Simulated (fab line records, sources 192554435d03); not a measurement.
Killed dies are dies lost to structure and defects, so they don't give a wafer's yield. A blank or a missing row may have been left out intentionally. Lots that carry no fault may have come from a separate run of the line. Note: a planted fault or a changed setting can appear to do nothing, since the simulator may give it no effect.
The tool behind it: which one? -- flow n5 finfet -- Sampling: 9 lots, 27 wafers, 5 of 1938 route steps

## WHAT THE GAUGES READ, wafer by wafer
N5_BEOL_M4_RC_MEAS_101. Usual: DIBL_N 35.9 mV/V, standard deviation 1.3; DIBL_P 35.9 mV/V, standard deviation 1.5; IOFF_N 0.152 nA/um, standard deviation 0.023; IOFF_P 0.204 nA/um, standard deviation 0.027; ION_N 673 uA/um, standard deviation 9.2; ION_P 462 uA/um, standard deviation 6.7; SS_N 71.4 mV/dec, standard deviation 0.48; SS_P 73.2 mV/dec, standard deviation 0.55; VT_N 250.3 mV, standard deviation 2.6; VT_P -250.6 mV, standard deviation 3.
lot,measured,on,DIBL_N (mV/V),DIBL_P (mV/V),IOFF_N (nA/um),IOFF_P (nA/um),ION_N (uA/um),ION_P (uA/um),SS_N (mV/dec),SS_P (mV/dec),VT_N (mV),VT_P (mV),flag
L708,day 8 18:44,prober-01,35.9 35.3 34.9,36.2 35.8 36.1,0.177 0.163 0.159,0.208 0.198 0.204,682 679 676,458 459 464,71.3 71.8 70.8,73.9 73.7 73.1,246.9 248.9 248.7,-250.4 -251.5 -252.7,
L709,day 8 20:23,prober-02,33.8 33.5 33.9,34.7 34.5 35.1,0.143 0.133 0.139,0.199 0.186 0.199,667 672 663,461 464 464,71.0 71.5 70.9,72.4 72.5 72.8,250.9 250.1 250.9,-250.0 -250.8 -250.2,
L714,day 11 00:04,prober-02,34.9 34.8 34.8,35.7 33.9 34.9,0.133 0.126 0.130,0.189 0.161 0.178,680 670 668,467 454 462,71.8 71.0 71.0,73.1 73.6 72.1,252.7 253.6 253.5,-250.8 -254.7 -252.7,
L717,day 11 07:58,prober-02,38.2 37.6 36.9,38.8 37.3 36.6,0.225 0.206 0.182,0.247 0.217 0.209,690 678 682,467 458 458,71.5 71.8 71.3,74.1 73.2 72.6,242.7 244.2 246.1,-248.1 -253.5 -251.4,
L718,day 12 02:16,prober-01,35.2 32.5 35.8,36.2 33.7 36.4,0.158 0.120 0.160,0.216 0.180 0.222,679 670 671,469 462 462,71.9 70.6 71.1,72.9 72.4 73.5,250.1 252.9 251.2,-248.2 -250.1 -248.6,
L722,day 12 14:05,prober-02,37.4 39.0 36.4,34.7 36.7 33.5,0.139 0.163 0.121,0.161 0.193 0.149,679 689 669,457 463 452,71.0 71.4 71.3,72.6 73.7 72.6,251.0 248.7 252.4,-255.2 -253.3 -252.7,
L725,day 13 14:14,prober-02,34.5 33.8 35.7,36.0 35.6 37.6,0.143 0.137 0.164,0.198 0.187 0.223,681 665 681,470 466 467,71.5 71.2 71.5,73.3 73.1 73.5,252.2 253.1 249.4,-248.9 -253.0 -251.9,
L726,day 13 17:34,prober-01,36.5 35.8 36.4,36.4 35.8 36.3,0.174 0.162 0.172,0.228 0.218 0.228,688 681 677,471 469 468,71.9 72.0 71.1,72.9 72.9 72.5,246.3 248.6 245.5,-248.1 -249.2 -247.2,
L729,day 14 19:56,prober-01,41.0 37.6 38.4,40.4 35.8 36.5,0.248 0.157 0.177,0.306 0.216 0.238,686 667 669,469 459 455,72.2 72.2 71.4,74.8 73.7 74.4,245.1 251.9 249.1,-245.4 -252.3 -249.1,

## WHICH TOOL RAN EACH LOT (tool, then ch and the chambers of the sampled wafers, then the start)
lot,N5_BEOL_M2_ETCH_74,N5_BEOL_M2_STRIP_66,N5_BEOL_M2_ALD_98,N5_BEOL_M2_TRENCH_ETCH_37
L708,"rie diel-04 ch 0,1,3, day 6 20:50","rie diel-04 ch 0,1,3, day 6 21:01","ald sin-02 ch 0,2,3, day 6 21:56","rie diel-05 ch 0,3, day 8 18:44 or earlier"
L709,"rie diel-05 ch 0,1,3, day 7 00:42","rie diel-05 ch 0,1,3, day 7 00:53","ald sin-01 ch 2,3, day 7 01:52","rie diel-02 ch 0,3, day 8 20:23 or earlier"
L714,"rie diel-05 ch 1,2, day 8 14:24","rie diel-05 ch 1,2, day 8 14:35","ald sin-01 ch 0,1,2, day 8 16:46","rie diel-05 ch 1,3, day 11 00:04 or earlier"
L717,"rie diel-05 ch 1,3, day 9 09:49","rie diel-05 ch 1,3, day 9 09:59","ald sin-01 ch 0,2,3, day 9 10:56","rie diel-02 ch 0,1,3, day 11 07:58 or earlier"
L718,"rie diel-02 ch 0,1, day 9 17:20","rie diel-02 ch 0,1, day 9 17:31","ald sin-01 ch 0,2,3, day 9 18:34","rie diel-04 ch 1,2, day 12 02:16 or earlier"
L722,"rie diel-02 ch 0,1,2, day 10 13:46","rie diel-02 ch 0,1,2, day 10 13:56","ald sin-03 ch 0,1,3, day 10 14:53","rie diel-02 ch 1,3, day 12 14:05 or earlier"
L725,"rie diel-04 ch 0,1,3, day 10 22:08","rie diel-04 ch 0,1,3, day 10 22:19","ald sin-02 ch 0,2,3, day 10 23:47","rie diel-02 ch 0,1,2, day 13 14:14 or earlier"
L726,"rie diel-04 ch 1,2, day 11 05:55","rie diel-04 ch 1,2, day 11 06:05","ald sin-03 ch 1,2,3, day 11 07:01","rie diel-02 ch 1,2,3, day 13 17:34 or earlier"
L729,"rie diel-05 ch 0,1,3, day 11 23:59","rie diel-05 ch 0,1,3, day 12 00:10","ald sin-02 ch 0,2,3, day 12 01:04","rie diel-05 ch 0,2,3, day 14 19:56 or earlier"
- N5_BEOL_M2_ETCH_74: etches underlayer in N2/H2, target depth 6.5 nm, time 5.2 s.
- N5_BEOL_M2_STRIP_66: strips in CF4.
- N5_BEOL_M2_ALD_98: deposits SiO2, target thk 2.5 nm, pulse time 1 s, co reactant pulse time 1 s.
- N5_BEOL_M2_TRENCH_ETCH_37: etches SiOC in C4F6/O2, target depth 55.555 nm, time 29.2 s.

## WHAT THE TOOLS THEMSELVES READ (means of the sampled wafers that have a number; where no wafer has one, the mark that the record gives instead)
N5_BEOL_M2_ETCH_74. Usual: for drypump motor current A, 5.9 A with a standard deviation of 0.36; for etch rf on time s, 5.18 s with a standard deviation of 0.06; for n2 flow sccm, 199.9 sccm with a standard deviation of 0.56; for oes product au, 0.68 a.u. with a standard deviation of 0.075; for rf vpp V, 525 V with a standard deviation of 3.7; for showerhead plenum p Torr, 2.57 Torr with a standard deviation of 0.13; for throttle valve pct, 17.81 % with a standard deviation of 0.18.
lot,tool,drypump motor current A (A),etch rf on time s (s),n2 flow sccm (sccm),oes product au (a.u.),rf vpp V (V),showerhead plenum p Torr (Torr),throttle valve pct (%),flag
L708,rie diel-04,6.2,5.15,200.2,0.68,524,2.55,17.68,
L709,rie diel-05,5.8,5.17,199.4,0.64,523,2.54,17.94,
L714,rie diel-05,5.7,5.21,200.2,0.73,527,2.59,17.79,
L717,rie diel-05,5.7,5.21,200.1,0.63,520,2.43,18.09,
L718,rie diel-02,5.4,5.14,199.9,0.71,529,2.69,17.65,
L722,rie diel-02,5.7,5.12,199.9,0.74,525,2.62,17.69,
L725,rie diel-04,6.2,5.13,199.7,0.65,525,2.53,17.74,
L726,rie diel-04,6.1,5.23,200.6,0.63,520,2.42,17.85,
L729,rie diel-05,5.8,5.20,199.7,0.69,525,2.52,17.85,

N5_BEOL_M2_STRIP_66. Usual: drypump motor current A 5.8 A, standard deviation 0.37; oes product au 0.79 a.u., standard deviation 0.082; rf vpp V 271.6 V, standard deviation 2.2; showerhead plenum p Torr 1.81 Torr, standard deviation 0.083; throttle valve pct 13.53 %, standard deviation 0.19.
lot,tool,drypump motor current A (A),oes product au (a.u.),rf vpp V (V),showerhead plenum p Torr (Torr),throttle valve pct (%),flag
L708,rie diel-04,6.2,0.79,271.4,1.80,13.43,
L709,rie diel-05,5.7,0.74,271.6,1.79,13.65,
L714,rie diel-05,5.7,0.85,272.0,1.82,13.50,
L717,rie diel-05,5.7,0.73,269.3,1.73,13.78,
L718,rie diel-02,5.4,0.81,273.5,1.89,13.35,
L722,rie diel-02,5.7,0.85,271.8,1.85,13.37,
L725,rie diel-04,6.2,0.75,272.6,1.79,13.52,
L726,rie diel-04,6.1,0.74,268.9,1.72,13.64,
L729,rie diel-05,5.7,0.80,270.4,1.78,13.54,

N5_BEOL_M2_ALD_98. Usual: heater power w 79 W, standard deviation 10; precursor pulse height rel 1.001, standard deviation 0.02.
lot,tool,heater power w (W),precursor pulse height rel,flag
L708,ald sin-02,83,1.000,
L709,ald sin-01,73,1.003,
L714,ald sin-01,77,0.963,
L717,ald sin-01,72,1.014,
L718,ald sin-01,72,1.009,
L722,ald sin-03,76,1.006,
L725,ald sin-02,84,0.986,
L726,ald sin-03,83,0.996,
L729,ald sin-02,84,1.011,

N5_BEOL_M2_TRENCH_ETCH_37. Usual: drypump motor current A 5.8 A, standard deviation 0.38; oes product au 0.79 a.u., standard deviation 0.082; rf vpp V 669 V, standard deviation 4.5; showerhead plenum p Torr 2.91 Torr, standard deviation 0.11; throttle valve pct 20.74 %, standard deviation 0.16.
lot,tool,drypump motor current A (A),oes product au (a.u.),rf vpp V (V),showerhead plenum p Torr (Torr),throttle valve pct (%),flag
L708,rie diel-05,5.8,0.74,669,2.94,20.76,
L709,rie diel-02,5.7,0.78,666,2.96,20.57,
L714,rie diel-05,6.0,0.71,665,2.83,21.03,
L717,rie diel-02,5.6,0.79,669,2.97,20.69,
L718,rie diel-04,6.1,0.79,663,2.75,20.93,
L722,rie diel-02,5.8,0.74,668,2.94,20.71,
L725,rie diel-02,5.7,0.85,670,2.92,20.71,
L726,rie diel-02,5.9,0.80,670,2.89,20.71,
L729,rie diel-05,5.9,0.83,670,2.95,20.73,

## THE ANSWER, worked out from the rows above alone
Rule: a lot is off if the mean of its wafers that have a number lies more than 3 standard deviations from the usual mean. Also off: a lot with no number at a reading for which 4 or more lots have one. Any other lot the step has rows for is counted as sound. The gauges are gone through in route order, then the tools' own readings, and for those a lot's mean is taken as printed above. At the first step where some lot is off, the reading lying furthest off is the one used; lots without a number count as furthest.
Across all readings shown, no lot is off: no conclusion can be drawn from this.

## WHAT WAS PUT IN BY THE SIMULATOR
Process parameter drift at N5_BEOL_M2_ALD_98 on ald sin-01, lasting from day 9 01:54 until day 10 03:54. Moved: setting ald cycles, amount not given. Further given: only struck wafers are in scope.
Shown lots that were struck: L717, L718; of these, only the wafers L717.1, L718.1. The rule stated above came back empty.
